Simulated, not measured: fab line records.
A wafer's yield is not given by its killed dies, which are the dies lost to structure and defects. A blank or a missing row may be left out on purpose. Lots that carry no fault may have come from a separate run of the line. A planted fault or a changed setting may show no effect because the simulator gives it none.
Comparing a struck lot with a sound one || flow nand_harc || 41 out of 1302 route steps
Sound: the wafers L169.2, L169.4, L169.6. Struck: wafers L186.2, L186.3, L186.5. At the end, the cause is stated.
For every step that has rows: the tool of each side, followed by ch and its chambers, followed by its first start. Under that, the readings that differ: sound wafers || struck wafers || difference of the means || sigmas: that difference in standard deviations of wafers without a fault.
alike: readings with means less than 2 such deviations apart, plus words and numbers identical on both sides. not compared: withheld readings, readings lacking a value on some wafer, bounds such as >300 that could conceal the same value, and numbers that have no deviation in the record and whose values overlap.
Wherever a step has rows on one side only, a row that says differs or no value, or a row with sigmas, the two part there. Numbers that don't overlap but have no deviation are shown without sigmas and don't part them. A reading that every wafer of one side lacks parts them only if that side has two wafers or more.

first, 8 steps without rows for these wafers: NHARC_P_M1_HMDS_02 (time 30 s); NHARC_P_M1_COAT_34 (time 65 s); NHARC_P_M1_COAT_03 (resist thk 90 nm); NHARC_P_M1_SOFTBAKE_04 (time 55 s); NHARC_P_M1_EBR_05; NHARC_P_M1_EXPOSE_06 (exposes mask P M1, target cd 130 nm); NHARC_P_M1_PEB_07 (peb time 65 s); NHARC_P_M1_DEVELOP_08 (develop time 35 s).
NHARC_P_M1_CD_MEAS_09: the cd target is 130 nm.
  sound on cd_sem-03 ch 0, day 6 08:17; struck on cd_sem-03 ch 0, day 13 06:45
  alike: cd_nm
NHARC_P_M1_OVL_MEAS_10: pitch 260 nm.
  sound on overlay-01, day 6 08:23; struck on overlay-01, day 13 06:50
  alike: overlay_x_nm, overlay_y_nm
NHARC_P_M1_INSPECT_11:
  sound on defect_inspect-02, day 6 08:25; struck on defect_inspect-01, day 13 06:52
  alike: raw_defect_count
NHARC_P_M1_DESCUM_14: chemistry O2, time 3 s.
  sound on rie_diel-12 ch 0,1,2, day 6 08:29; struck on rie_diel-09 ch 1,2, day 13 06:56
  alike: drypump_motor_current_A, oes_product_au, rf_vpp_V, showerhead_plenum_p_Torr, throttle_valve_pct
  not compared: rf_hours_counter_h
NHARC_P_M1_ETCH_35: etches the open film in N2/H2, target depth 40 nm, overetch 12 nm, time 43.94 s.
  sound on rie_diel-12 ch 1,2,3, day 6 08:34; struck on rie_diel-09 ch 0,1, day 13 07:01
  alike: drypump_motor_current_A, oes_product_au, rf_vpp_V, showerhead_plenum_p_Torr, throttle_valve_pct
  not compared: rf_hours_counter_h
NHARC_P_M1_ETCH_15: etches the open film in C4F8/Ar, target depth 182.5 nm, time 91.2 s.
  sound: rie_diel-12 ch 0,1,2; struck: rie_diel-09 ch 0,2
  alike: oes_product_au, rf_vpp_V
  not compared: rf_hours_counter_h
NHARC_P_M1_CD_MEAS_16:
  sound on cd_sem-03, day 6 08:47; struck on cd_sem-03, day 13 07:14
  alike: cd_nm
NHARC_P_M1_STRIP_18: strips in N2/H2.
  sound on rie_diel-10 ch 2,3, day 6 08:51; struck on rie_diel-10 ch 0,1, day 13 07:19
  alike: drypump_motor_current_A, oes_product_au, rf_vpp_V, showerhead_plenum_p_Torr, throttle_valve_pct
  not compared: rf_hours_counter_h
then, 7 steps without rows for these wafers: NHARC_P_M1_ETCH_28 (etches the open film in CF4/N2, target depth 30 nm, time 72.99 s); NHARC_P_M1_STRIP_19 (strips in post etch residue remover, time 600 s); NHARC_P_M1_DEGAS_29 (time 60 s); NHARC_P_M1_PRE_CLEAN_30 (time 30 s); NHARC_P_M1_PVD_20 (deposits TaN, target thk 5 nm, time 8.06 s); NHARC_P_M1_PVD_21 (deposits Cu, target thk 30 nm, time 20.49 s); NHARC_P_M1_ECD_22 (material Cu, target thk 400 nm).
NHARC_P_M1_ANNEAL_31: time 90 s.
  sound on rtp_anneal-01 ch 0, day 6 10:17; struck on rtp_anneal-02 ch 0, day 13 08:44
  alike: wafer_temp_C_max
then, 1 step without rows for these wafers: NHARC_P_M1_CMP_23 (polishes, t overpolish 20 s, target thk 157.82 nm).
NHARC_P_M1_THK_MEAS_24: measures by xrf.
  sound on film_metro-01, day 6 10:53; struck on film_metro-02, day 13 09:21
  alike: thk_nm
next, for these wafers, 1 step has no rows: NHARC_P_M1_SRD_25.
NHARC_P_M1_PRE_CLEAN_32: time 12 s.
  sound on pecvd-03 ch 0,1, day 6 11:07; struck on pecvd-01 ch 1,2, day 13 09:34
  alike: heater_power_w
then, 11 steps without rows for these wafers: NHARC_P_M1_DEP_33 (deposits SiCN, target thk 30 nm); NHARC_P_M2_DEP_00 (deposits SiOC, target thk 182.5 nm); NHARC_P_M2_DEHYDRATE_01 (time 120 s); NHARC_P_M2_HMDS_02 (time 30 s); NHARC_P_M2_COAT_34 (time 65 s); NHARC_P_M2_COAT_03 (resist thk 90 nm); NHARC_P_M2_SOFTBAKE_04 (time 55 s); NHARC_P_M2_EBR_05; NHARC_P_M2_EXPOSE_06 (exposes mask P M2, target cd 170 nm); NHARC_P_M2_PEB_07 (peb time 65 s); NHARC_P_M2_DEVELOP_08 (develop time 35 s).
NHARC_P_M2_CD_MEAS_09: the cd target is 170 nm.
  sound on cd_sem-01 ch 0, day 6 12:26; struck on cd_sem-03 ch 0, day 13 10:54
  alike: cd_nm
-- break in the record here, with 18 days between the starts of the struck wafers on either side (left off in module P_M2, picked up again in module END, where the first step shown is number 1302 on the route) --
NHARC_END_SORT_01:
  sound on prober-02 ch 0, day 24 21:25; struck on prober-01 ch 0, day 31 21:12
{"reading": "defect_limited_yield (%)", "sound": "92.6 94.2 91.6", "struck": "82.3 79.6 82.4", "difference": -11.4, "sigmas": -4}
{"reading": "killed_at_periphery", "sound": "2 4 6", "struck": "71 84 72", "difference": "+72", "sigmas": "+33"}
{"reading": "killed_dies", "sound": "50 39 57", "struck": "120 138 119", "difference": "+77", "sigmas": "+4"}
  alike: killed_at_array, killed_at_other, killed_open, killed_short

== WHERE THEY PART ==
Only at NHARC_END_SORT_01, within this record.

WHY: what had been put in by the simulator
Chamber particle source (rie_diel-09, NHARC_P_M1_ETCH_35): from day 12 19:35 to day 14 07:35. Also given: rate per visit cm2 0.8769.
